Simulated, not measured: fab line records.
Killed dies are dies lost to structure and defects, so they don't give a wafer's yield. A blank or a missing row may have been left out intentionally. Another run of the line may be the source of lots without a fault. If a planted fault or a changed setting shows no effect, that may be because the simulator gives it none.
fab line records	flow n5Finfet
record: lots: 7	wafers: 21
route steps=1938 shown BEOL_M1@758 BEOL_M3@938 BEOL_M4@1070 BEOL_M5@1120 BEOL_M6@1233 BEOL_M7@1289 BEOL_M8@1335
startH: start of the lot's first displayed wafer, in hours after the record's first day	waitH: hours since the lot's step before	" repeats the value in the row above	L1.1+2: a single row standing in for several wafers	- value missing, or start not given	* or withheld: withheld	< > ~ a bound
route shown NAME@n: a module of which the file shows steps, and the number in the route of the first	usual: average and standard deviation across the fault-free wafers	same: alike in all rows	chamber/n: place in a boat	sites: each site's reading	_std_site: the values' standard deviation	_edge_site: mean of outer sites minus mean of inner sites	radiusMm: how far each site lies from the wafer's centre	mask NAME#n: copy n	behind: the tool/chamber that last shaped the wafer	hold: the reason the lot was held/the length of the hold in hours/how it ended	device: the n, p or np transistor that did not switch	end of line: tests of these same wafers at the route's end	a step given without rows: its recipe and nothing more	killed: dies lost to structure and defects at the first sort, not the wafer's yield	map: per-die view of a wafer (x killed, . not killed, _ where there is no die)
set.NAME: setting as actually run; set.NAME@STEP: the setting as run at that earlier step	model.NAME: the simulator's own value behind a step, which no gauge read
lots run with intentionally changed settings; tables by step, rows by wafer
== steps ==
step: N5_BEOL_M1_COAT_05
recipe: resist: CAR-EUV	spinRpm: 1500	resistThkNm: 30
lot.wafer	tool	chamber	startH	waitH	set.spinRpm	model.CAR-EUV_of_BEOL_M1_COAT_05.thkNm
L075.1+2	lithoTrack-01	0	-	-	1500	30
L075.3	"	0	"	"	1500	29.8
L076.1+2	lithoTrack-01	0	-	-	1500	30
L076.6	"	0	"	"	1437	30.6
L077.4+6	lithoTrack-01	0	-	-	1500	30
L077.5	"	0	"	"	1656	28.6
L080.1	lithoTrack-01	0	-	-	1500	30
L080.5	"	0	"	"	1454	30.4
L080.6	"	0	"	"	1454	30.6
L085.1+5	lithoTrack-04	0	-	-	1657	28.4
L085.2	"	0	"	"	1500	30
L095.1+3+6	lithoTrack-01	0	-	-	1500	30
L096.1	lithoTrack-01	0	-	-	1429	30.8
L096.4+6	"	0	"	"	1500	30.2
step: N5_BEOL_M1_EBR_07
recipe: solvent: PGMEA	ebrWidthMm: 1.5
step: N5_BEOL_M1_SOFTBAKE_06
recipe: tempC: 110	timeS: 60	resist: CAR-EUV
step: N5_BEOL_M1_EXPOSE_08
recipe: maskId: M1	na: 0.33	sourceShape: dipole	sigmaInner: 0.369	sigmaOuter: 0.767	polarization: unpolarized	doseMj: 33
step: N5_BEOL_M1_PEB_09
recipe: pebTempC: 100	pebTimeS: 60	resist: CAR-EUV
step: N5_BEOL_M1_DEVELOP_10
recipe: developTimeS: 30	developer: TMAH	resist: CAR-EUV	rinseLiquid: surfactantRinse	dry: airSpin	devTempC: 23
lot.wafer	tool	chamber	startH	waitH	set.spinRpm@BEOL_M1_COAT_05	model.CAR-EUV_of_BEOL_M1_COAT_05.thkNm
L075.1+2+3	lithoTrack-04	0	-	-	1500	29.4
L076.1	lithoTrack-03	0	-	-	1500	29.6
L076.2	"	0	"	"	1500	29.4
L076.6	"	0	"	"	1437	30.2
L077.4+6	lithoTrack-01	0	-	-	1500	29.6
L077.5	"	0	"	"	1656	28.2
L080.1	lithoTrack-04	0	-	-	1500	29.4
L080.5	"	0	"	"	1454	30
L080.6	"	0	"	"	1454	30.2
L085.1+5	lithoTrack-01	0	-	-	1657	28
L085.2	"	0	"	"	1500	29.6
L095.1+6	lithoTrack-03	0	-	-	1500	29.6
L095.3	"	0	"	"	1500	29.4
L096.1	lithoTrack-04	0	-	-	1429	30.4
L096.4	"	0	"	"	1500	29.8
L096.6	"	0	"	"	1500	29.6
step: N5_BEOL_M1_ETCH_74
recipe: chemistry: N2/H2	target: underlayer	targetDepthA: 65	maskMaterial: CAR-EUV	timeS: 5.2	ionEnergyEv: 200	pressureMtorr: 30	sourceW: 840	biasW: 150	n2FlowSccm: 200	h2FlowSccm: 200	ends: cleared
step: N5_BEOL_M1_ETCH_63
recipe: chemistry: CF4	target: SiARC	targetDepthA: 156	maskMaterial: CAR-EUV	timeS: 26	ionEnergyEv: 80	pressureMtorr: 40	sourceW: 545	biasW: 36	Ar_flow_sccm: 100	cf4FlowSccm: 100	ends: cleared
step: N5_BEOL_M1_ETCH_64
recipe: chemistry: N2/H2	target: SOC	targetDepthA: 750	overetchA: 150	maskMaterial: SiARC	tempC: 40	timeS: 112.5	ionEnergyEv: 200	pressureMtorr: 30	sourceW: 840	biasW: 150	n2FlowSccm: 200	h2FlowSccm: 200
lot.wafer	tool	chamber	startH	waitH	set.spinRpm@BEOL_M1_COAT_61	model.etch.depthNm
L075.1	rieDiel-05	3	125.52	0.0	1500	60.36
L075.2	"	1	"	"	1500	60.14
L075.3	"	0	"	"	1500	60.17
L076.1	rieDiel-05	1	128.84	0.0	1500	60
L076.2	"	0	"	"	1500	60.21
L076.6	"	3	"	"	1633	57.77
L077.4	rieDiel-05	3	141.84	0.1	1500	59.94
L077.5	"	1	"	"	1500	59.97
L077.6	"	0	"	"	1500	60.22
L080.1	rieDiel-05	3	158.99	0.0	1500	59.97
L080.5	"	3	"	"	1641	57.35
L080.6	"	0	"	"	1500	59.95
L085.1	rieDiel-03	2	193.01	0.0	1435	61.28
L085.2	"	3	"	"	1500	60.09
L085.5	"	1	"	"	1500	60.04
L095.1	rieDiel-01	1	254.83	0.0	1579	58.7
L095.3	"	2	"	"	1500	60.24
L095.6	"	3	"	"	1579	58.69
L096.1	rieDiel-03	3	258.60	0.0	1500	59.84
L096.4	"	3	"	"	1349	63.28
L096.6	"	1	"	"	1349	63.57
step: N5_BEOL_M1_STRIP_65
recipe: chemistry: N2/H2	tempC: 40	n2FlowSccm: 200	h2FlowSccm: 200	rfFrequencyHz: 6e+07
step: N5_BEOL_M1_STRIP_75
recipe: chemistry: N2/H2	tempC: 40	n2FlowSccm: 200	h2FlowSccm: 200	rfFrequencyHz: 6e+07
step: N5_BEOL_M1_STRIP_66
recipe: chemistry: CF4	resist: SiARC	powerW: 300	biasPowerW: 75	pressureMtorr: 50	cf4FlowSccm: 150	rfFrequencyHz: 6e+07
step: N5_BEOL_M1_HM_OPEN_17
recipe: chemistry: Cl2/BCl3	targetDepthA: 200	overetchA: 60	target: TiN	maskMaterial: SOC	ionEnergyEv: 150	pressureMtorr: 10	icpW: 1000	biasW: 126	Cl2_flow_sccm: 53.25	bcl3FlowSccm: 21.75	Ar_flow_sccm: 25
lot.wafer	tool	chamber	startH	waitH	set.spinRpm@BEOL_M1_COAT_61	model.SOC_of_BEOL_M1_COAT_61.thkNm
L075.1	rieMetal-02	1	125.69	0.0	1500	52.6
L075.2+3	"	0	"	"	1500	52.4
L076.1	rieMetal-03	0	129.01	0.0	1500	52
L076.2	"	1	"	"	1500	52.2
L076.6	"	1	"	"	1633	49.6
L077.4+5	rieMetal-01	0	141.98	0.1	1500	52.2
L077.6	"	1	"	"	1500	52.4
L080.1	rieMetal-03	1	159.16	0.0	1500	51.8
L080.5	"	1	"	"	1641	49.2
L080.6	"	0	"	"	1500	52
L085.1	rieMetal-01	0	193.18	0.0	1435	53.4
L085.2+5	"	1,0	"	"	1500	52.2
L095.1+6	rieMetal-01	0,1	255.00	0.0	1579	50.8
L095.3	"	0	"	"	1500	52.4
L096.1	rieMetal-03	0	258.76	0.0	1500	51.8
L096.4	"	1	"	"	1349	55.2
L096.6	"	0	"	"	1349	55.6
step: N5_BEOL_M3_COAT_05
recipe: resist: CAR-EUV	spinRpm: 1500	resistThkNm: 30
lot.wafer	tool	chamber	startH	waitH	set.spinRpm	model.CAR-EUV_of_BEOL_M3_COAT_05.thkNm
L075.1+2+3	lithoTrack-01	0	-	-	1500	30
L076.1+6	lithoTrack-04	0	-	-	1500	30
L076.2	"	0	"	"	1345	31.8
L077.4+5+6	lithoTrack-02	0	-	-	1500	30
L080.1	lithoTrack-02	0	-	-	1500	30.2
L080.5+6	"	0	"	"	1500	30
L085.1+5	lithoTrack-04	0	-	-	1500	30
L085.2	"	0	"	"	1570	29.4
L095.1	lithoTrack-02	0	-	-	1500	30
L095.3+6	"	0	"	"	1626	28.8
L096.1	lithoTrack-01	0	-	-	1500	30
L096.4+6	"	0	"	"	1371	31.4
step: N5_BEOL_M4_TRENCH_ETCH_37
recipe: chemistry: C4F6/O2	targetDepthA: 555.55	target: SiOC	timeS: 29.2	ionEnergyEv: 250	pressureMtorr: 30	sourceW: 355	biasW: 185	Ar_flow_sccm: 300	C4F6_flow_sccm: 10	O2_flow_sccm: 10
usual: rfVppV: 664/6.1
lot.wafer	tool	chamber	startH	waitH	set.sourceW	rfVppV	model.etch.depthNm	model.BEOL_M4.featureDepthNm
L075.1	rieDiel-02	3	-	-	355	673	55.73	55.8
L075.2	"	2	"	"	355	661	55.44	55.4
L075.3	"	1	"	"	355	654	55.86	55.8
L076.1	rieDiel-04	2	-	-	355	665	58.33	58.4
L076.2	"	0	"	"	294.4	743	53.15	53.2
L076.6	"	1	"	"	355	659	56.39	56.4
L077.4	rieDiel-02	3	-	-	320.7	708	54.12	54.2
L077.5	"	1	"	"	320.7	688	53.9	54
L077.6	"	2	"	"	320.7	694	53.27	53.2
L080.1	rieDiel-04	0	-	-	355	675	56.17	56.2
L080.5	"	1	"	"	384.4	633	56.73	56.8
L080.6	"	2	"	"	355	664	57.03	57
L085.1	rieDiel-06	0	-	-	355	660	56.25	56.2
L085.2	"	1	"	"	355	665	55.4	55.4
L085.5	"	2	"	"	405.6	619	58.27	58.2
L095.1	rieDiel-06	0	-	-	355	660	54.85	54.8
L095.3	"	3	"	"	408.1	613	60.19	60.2
L095.6	"	3	"	"	355	657	57.22	57.2
L096.1	rieDiel-06	0	-	-	355	660	55.78	55.8
L096.4	"	1	"	"	322.3	699	52.53	52.6
L096.6	"	3	"	"	355	657	57.06	57
step: N5_BEOL_M5_COAT_05
recipe: resist: CAR-EUV	spinRpm: 1500	resistThkNm: 30
lot.wafer	tool	chamber	startH	waitH	set.spinRpm	model.CAR-EUV_of_BEOL_M5_COAT_05.thkNm
L075.1+2	lithoTrack-02	0	-	-	1500	30
L075.3	"	0	"	"	1500	30.2
L076.1+2	lithoTrack-02	0	-	-	1570	29.6
L076.6	"	0	"	"	1500	30
L077.4	lithoTrack-04	0	-	-	1500	30
L077.5+6	"	0	"	"	1500	30.2
L080.1+5+6	lithoTrack-04	0	-	-	1500	30.2
L085.1+2	lithoTrack-05	0	-	-	1643	28.6
L085.5	"	0	"	"	1500	30
L095.1+3+6	lithoTrack-02	0	-	-	1500	30
L096.1	lithoTrack-02	0	-	-	1597	29
L096.4	"	0	"	"	1500	29.8
L096.6	"	0	"	"	1500	30
step: N5_BEOL_M6_ETCH_66
recipe: chemistry: N2/H2	target: SOC	targetDepthA: 800	overetchA: 160	maskMaterial: SiARC	tempC: 40	timeS: 120	ionEnergyEv: 200	pressureMtorr: 30	sourceW: 840	biasW: 150	n2FlowSccm: 200	h2FlowSccm: 200
usual: rfVppV: 524.1/2.3
lot.wafer	tool	chamber	startH	waitH	set.biasW	rfVppV	model.SiARC_of_BEOL_M6_COAT_64.thkNm
L075.1	rieDiel-06	2	183.16	0.0	150	522.0	6.4
L075.2	"	0	"	"	150	523.4	6.4
L075.3	"	3	"	"	150	523.2	6.6
L076.1	rieDiel-06	0	194.48	0.0	169	564.2	5.6
L076.2	"	2	"	"	150	522.5	6.6
L076.6	"	2	"	"	169	562.4	5.8
L077.4	rieDiel-02	2	198.80	0.0	142.7	508.0	6.8
L077.5	"	0	"	"	142.7	512.6	6.8
L077.6	"	1	"	"	150	521.3	6.4
L080.1	rieDiel-02	2	219.78	0.0	130.3	480.8	7.4
L080.5	"	3	"	"	130.3	481.7	7.2
L080.6	"	2	"	"	130.3	478.4	7.4
L085.1	rieDiel-02	1	253.17	0.0	150	523.3	6.4
L085.2	"	0	"	"	150	528.1	6.4
L085.5	"	2	"	"	134.4	488.7	7.2
L095.1	rieDiel-02	3	315.66	0.0	150	526.7	6.2
L095.3	"	0	"	"	150	528.3	6.6
L095.6	"	0	"	"	166.2	564.3	5.8
L096.1	rieDiel-06	2	316.00	0.0	175.3	575.3	5.4
L096.4	"	0	"	"	175.3	576.2	5.2
L096.6	"	0	"	"	150	523.6	6.4
step: N5_BEOL_M6_TRENCH_ETCH_37
recipe: chemistry: C4F6/O2	targetDepthA: 944.35	target: SiCOH_lowk	timeS: 31.5	ionEnergyEv: 250	pressureMtorr: 30	sourceW: 345	biasW: 185	Ar_flow_sccm: 300	C4F6_flow_sccm: 10	O2_flow_sccm: 10
usual: rfVppV: 663/6.1
lot.wafer	tool	chamber	startH	waitH	set.biasW	rfVppV
L075.1	rieDiel-06	2	-	-	185	662
L075.2	"	0	"	"	185	662
L075.3	"	3	"	"	185	657
L076.1	rieDiel-06	0	-	-	185	661
L076.2	"	2	"	"	185	663
L076.6	"	2	"	"	185	663
L077.4	rieDiel-02	2	-	-	185	659
L077.5	"	0	"	"	185	666
L077.6	"	1	"	"	185	655
L080.1	rieDiel-02	2	-	-	185	659
L080.5	"	3	"	"	185	673
L080.6	"	2	"	"	185	660
L085.1	rieDiel-02	1	-	-	185	653
L085.2	"	0	"	"	205.2	723
L085.5	"	2	"	"	185	660
L095.1	rieDiel-02	3	-	-	172.6	638
L095.3	"	0	"	"	185	665
L095.6	"	0	"	"	185	666
L096.1	rieDiel-06	2	-	-	185	665
L096.4	"	0	"	"	185	661
L096.6	"	0	"	"	185	662
step: N5_BEOL_M7_COAT_71
recipe: resist: underlayer	tempC: 205	timeS: 60	spinRpm: 1500	resistThkNm: 5
lot.wafer	tool	chamber	startH	waitH	set.spinRpm
L075.1+2+3	lithoTrack-02	0	-	-	1500
L076.1+2+6	lithoTrack-03	0	-	-	1612
L077.4	lithoTrack-05	0	-	-	1500
L077.5+6	"	0	"	"	1410
L080.1+5+6	lithoTrack-03	0	-	-	1500
L085.1+2+5	lithoTrack-02	0	-	-	1500
L095.1+3	lithoTrack-03	0	-	-	1599
L095.6	"	0	"	"	1500
L096.1+6	lithoTrack-05	0	-	-	1338
L096.4	"	0	"	"	1500
step: N5_BEOL_M7_COAT_22
recipe: resist: CAR-EUV	spinRpm: 1500	resistThkNm: 30
lot.wafer	tool	chamber	startH	waitH	set.spinRpm	model.CAR-EUV_of_BEOL_M7_COAT_22.thkNm
L075.1+2+3	lithoTrack-02	0	-	-	1500	30
L076.1	lithoTrack-03	0	-	-	1408	31.2
L076.2	"	0	"	"	1408	31
L076.6	"	0	"	"	1500	30
L077.4	lithoTrack-05	0	-	-	1641	28.8
L077.5+6	"	0	"	"	1500	30
L080.1+5+6	lithoTrack-03	0	-	-	1500	30
L085.1	lithoTrack-02	0	-	-	1500	30
L085.2+5	"	0	"	"	1373	31.4
L095.1	lithoTrack-03	0	-	-	1500	30
L095.3+6	"	0	"	"	1390	31.2
L096.1	lithoTrack-05	0	-	-	1500	29.8
L096.4+6	"	0	"	"	1347	31.6
step: N5_BEOL_M7_EBR_24
recipe: solvent: PGMEA	ebrWidthMm: 1.5
step: N5_BEOL_M7_SOFTBAKE_23
recipe: tempC: 110	timeS: 60	resist: CAR-EUV
step: N5_BEOL_M7_DESCUM_33
recipe: chemistry: O2	timeS: 7	sourcePowerW: 50	biasPowerW: 20	pressureMtorr: 20	rfFrequencyHz: 2.712e+07	tempC: 40	resist: CAR-EUV	o2FlowSccm: 225
lot.wafer	tool	chamber	startH	waitH	set.spinRpm@BEOL_M7_COAT_22	model.CAR-EUV_of_BEOL_M7_COAT_22.thkNm
L075.1+2+3	rieDiel-01	0,1,2	193.87	0.0	1500	26.2
L076.1+2	rieDiel-01	1,2	202.03	0.0	1408	27.2
L076.6	"	1	"	"	1500	26.2
L077.4	rieDiel-05	3	207.49	0.0	1641	24.8
L077.5	"	3	"	"	1500	26
L077.6	"	0	"	"	1500	26.2
L080.1+5	rieDiel-03	0,1	226.25	0.0	1500	26.2
L080.6	"	2	"	"	1500	26
L085.1	rieDiel-05	2	260.39	0.7	1500	26
L085.2+5	"	1,2	"	"	1373	27.4
L095.1	rieDiel-05	1	324.81	0.1	1500	26.2
L095.3+6	"	0,2	"	"	1390	27.2
L096.1	rieDiel-03	3	324.96	0.1	1500	26
L096.4	"	2	"	"	1347	27.8
L096.6	"	2	"	"	1347	27.6
step: N5_BEOL_M7_ETCH_72
recipe: chemistry: N2/H2	target: underlayer	targetDepthA: 65	maskMaterial: CAR-EUV	timeS: 5.2	ionEnergyEv: 200	pressureMtorr: 30	sourceW: 840	biasW: 150	n2FlowSccm: 200	h2FlowSccm: 200	ends: cleared
lot.wafer	tool	chamber	startH	waitH	set.spinRpm@BEOL_M7_COAT_71	model.etch.depthNm
L075.1	rieDiel-01	0	193.91	0.0	1500	4.989
L075.2	"	1	"	"	1500	4.993
L075.3	"	2	"	"	1500	4.981
L076.1	rieDiel-01	1	202.06	0.0	1612	4.813
L076.2	"	2	"	"	1612	4.814
L076.6	"	1	"	"	1612	4.802
L077.4	rieDiel-05	3	207.53	0.0	1500	5.003
L077.5	"	3	"	"	1410	5.167
L077.6	"	0	"	"	1410	5.165
L080.1	rieDiel-03	0	226.29	0.0	1500	5.022
L080.5	"	1	"	"	1500	5.001
L080.6	"	2	"	"	1500	5.011
L085.1	rieDiel-05	2	260.42	0.0	1500	4.993
L085.2	"	1	"	"	1500	4.991
L085.5	"	2	"	"	1500	4.989
L095.1	rieDiel-05	1	324.85	0.0	1599	4.845
L095.3	"	0	"	"	1599	4.846
L095.6	"	2	"	"	1500	5.01
L096.1	rieDiel-03	3	325.00	0.0	1338	5.282
L096.4	"	2	"	"	1500	5
L096.6	"	2	"	"	1338	5.288
step: N5_BEOL_M8_PECVD_70
recipe: material: SiO2	targetThkA: 200	tempC: 400	precursor: TEOS/O2	pressureTorr: 5.5	rfW: 450	teosFlowSccm: 53.8	gas: O2	flowSccm: 3000	timeS: 22.7
lot.wafer	tool	chamber	startH	waitH	set.tempC	model.SiO2_of_BEOL_M8_PECVD_70.thkNm
L075.1+2+3	pecvd-04	0,2,1	197.76	0.0	400	20
L076.1	pecvd-02	2	207.12	0.0	400	20
L076.2	"	1	"	"	400	19.8
L076.6	"	0	"	"	400	20.2
L077.4+6	pecvd-02	0,2	211.20	0.1	400	20.4
L077.5	"	1	"	"	400	20.2
L080.1	pecvd-03	0	233.35	0.0	400	20
L080.5+6	"	0,1	"	"	400	20.4
L085.1+5	pecvd-03	0,2	266.12	0.0	387.1	21.6
L085.2	"	2	"	"	400	19.8
L095.1	pecvd-03	1	328.36	0.0	400	19.8
L095.3	"	2	"	"	389.3	21.4
L095.6	"	1	"	"	400	20.2
L096.1	pecvd-02	2	328.63	0.0	388.6	21.4
L096.4	"	0	"	"	400	20.4
L096.6	"	2	"	"	400	20.2
== key ==
split: step: N5_BEOL_M1_COAT_05	setting: spinRpm	stated: 1500	by: wafer
response: step: N5_BEOL_M1_COAT_05	reading: model.CAR-EUV_of_BEOL_M1_COAT_05.thkNm	change: -0.143	per: 1%	r: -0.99
response: step: N5_BEOL_M1_DEVELOP_10	reading: model.CAR-EUV_of_BEOL_M1_COAT_05.thkNm	change: -0.149	per: 1%	r: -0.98
split: step: N5_BEOL_M3_COAT_05	setting: spinRpm	stated: 1500	by: wafer
response: step: N5_BEOL_M3_COAT_05	reading: model.CAR-EUV_of_BEOL_M3_COAT_05.thkNm	change: -0.159	per: 1%	r: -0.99
split: step: N5_BEOL_M4_TRENCH_ETCH_37	setting: sourceW	stated: 355	by: wafer
response: step: N5_BEOL_M4_TRENCH_ETCH_37	reading: rfVppV	change: -3.85	per: 1%	r: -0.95
response: step: N5_BEOL_M4_TRENCH_ETCH_37	reading: model.etch.depthNm	change: +0.236	per: 1%	r: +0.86
response: step: N5_BEOL_M4_TRENCH_ETCH_37	reading: model.BEOL_M4.featureDepthNm	change: +0.236	per: 1%	r: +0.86
split: step: N5_BEOL_M5_COAT_05	setting: spinRpm	stated: 1500	by: wafer
response: step: N5_BEOL_M5_COAT_05	reading: model.CAR-EUV_of_BEOL_M5_COAT_05.thkNm	change: -0.136	per: 1%	r: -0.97
split: step: N5_BEOL_M6_ETCH_66	setting: biasW	stated: 150	by: wafer
response: step: N5_BEOL_M6_ETCH_66	reading: rfVppV	change: +3.22	per: 1%	r: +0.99
response: step: N5_BEOL_M6_ETCH_66	reading: model.SiARC_of_BEOL_M6_COAT_64.thkNm	change: -0.0673	per: 1%	r: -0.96
split: step: N5_BEOL_M6_TRENCH_ETCH_37	setting: biasW	stated: 185	by: wafer
response: step: N5_BEOL_M6_TRENCH_ETCH_37	reading: rfVppV	change: +5.52	per: 1%	r: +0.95
split: step: N5_BEOL_M7_COAT_71	setting: spinRpm	stated: 1500	by: wafer
response: step: N5_BEOL_M7_ETCH_72	reading: model.etch.depthNm	change: -0.0262	per: 1%	r: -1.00
split: step: N5_BEOL_M7_COAT_22	setting: spinRpm	stated: 1500	by: wafer
response: step: N5_BEOL_M7_COAT_22	reading: model.CAR-EUV_of_BEOL_M7_COAT_22.thkNm	change: -0.16	per: 1%	r: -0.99
response: step: N5_BEOL_M7_DESCUM_33	reading: model.CAR-EUV_of_BEOL_M7_COAT_22.thkNm	change: -0.154	per: 1%	r: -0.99
split: step: N5_BEOL_M8_PECVD_70	setting: tempC	stated: 400	by: wafer
response: step: N5_BEOL_M8_PECVD_70	reading: model.SiO2_of_BEOL_M8_PECVD_70.thkNm	change: -0.494	per: 1%	r: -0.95
split outsideThisFile step=N5_BEOL_M1_COAT_61 setting=spinRpm
split outsideThisFile: this setting was split too, and the file shows its column; the key of that split is in another file
